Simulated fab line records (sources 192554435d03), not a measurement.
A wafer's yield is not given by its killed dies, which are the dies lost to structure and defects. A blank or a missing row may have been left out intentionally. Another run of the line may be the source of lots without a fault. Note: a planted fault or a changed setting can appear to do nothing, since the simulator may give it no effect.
Chamber matching / flow n5Finfet / N5_BEOL_M0_SAQP_ILD_DEP_01 on pecvd-01: 3 sister chambers
The step deposits SiOC from DEMS/O2, target thk 45.419 nm, time 8.7 s. 3 wafers are shown with their chamber, then 11 later ones without.

## WAFERS, EACH WITH ITS CHAMBER
wafer=L083.5; chamber=1; throttleValvePct (%)=11.2
wafer=L088.5; chamber=0; throttleValvePct (%)=12.4
wafer=L089.1; chamber=2; throttleValvePct (%)=11.6

## WAFERS WITH NO CHAMBER GIVEN
wafer=L089.2; throttleValvePct (%)=11.3
wafer=L089.5; throttleValvePct (%)=11.8
wafer=L091.1; throttleValvePct (%)=12.8
wafer=L091.2; throttleValvePct (%)=11.3
wafer=L091.5; throttleValvePct (%)=11.1
wafer=L090.1; throttleValvePct (%)=11.6
wafer=L090.3; throttleValvePct (%)=12.7
wafer=L090.4; throttleValvePct (%)=11.2
wafer=L093.1; throttleValvePct (%)=12.4
wafer=L093.4; throttleValvePct (%)=12.7
wafer=L093.5; throttleValvePct (%)=12.8

## CHAMBER TAKEN BY EACH
wafer=L089.2; from the rows above=can't be placed: 1 or 2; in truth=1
wafer=L089.5; from the rows above=can't be placed: 2 or 0 or 1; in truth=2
wafer=L091.1; from the rows above=0; in truth=0
wafer=L091.2; from the rows above=can't be placed: 1 or 2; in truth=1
wafer=L091.5; from the rows above=can't be placed: 1 or 2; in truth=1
wafer=L090.1; from the rows above=can't be placed: 2 or 1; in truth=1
wafer=L090.3; from the rows above=0; in truth=0
wafer=L090.4; from the rows above=can't be placed: 1 or 2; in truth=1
wafer=L093.1; from the rows above=0; in truth=0
wafer=L093.4; from the rows above=0; in truth=0
wafer=L093.5; from the rows above=0; in truth=0
Correctly placed: 5 of 11. Cannot be placed on the basis of these rows: 6; the candidates contain the true chamber in 6. Wrongly placed: 0.
How it was worked out, from the rows above alone: a wafer's distance from a chamber is the root of the sum, over the readings, of the square of ((its reading less the chamber's mean) divided by the reading's scatter). If the next closest chamber is less than 2 further off than the closest, the wafer can't be placed; otherwise it belongs to the closest. A chamber's mean is the mean of its shown wafers. The scatter: with one shown wafer a chamber, the root of the mean of the squares of how far each hidden wafer lies from its nearest shown one.
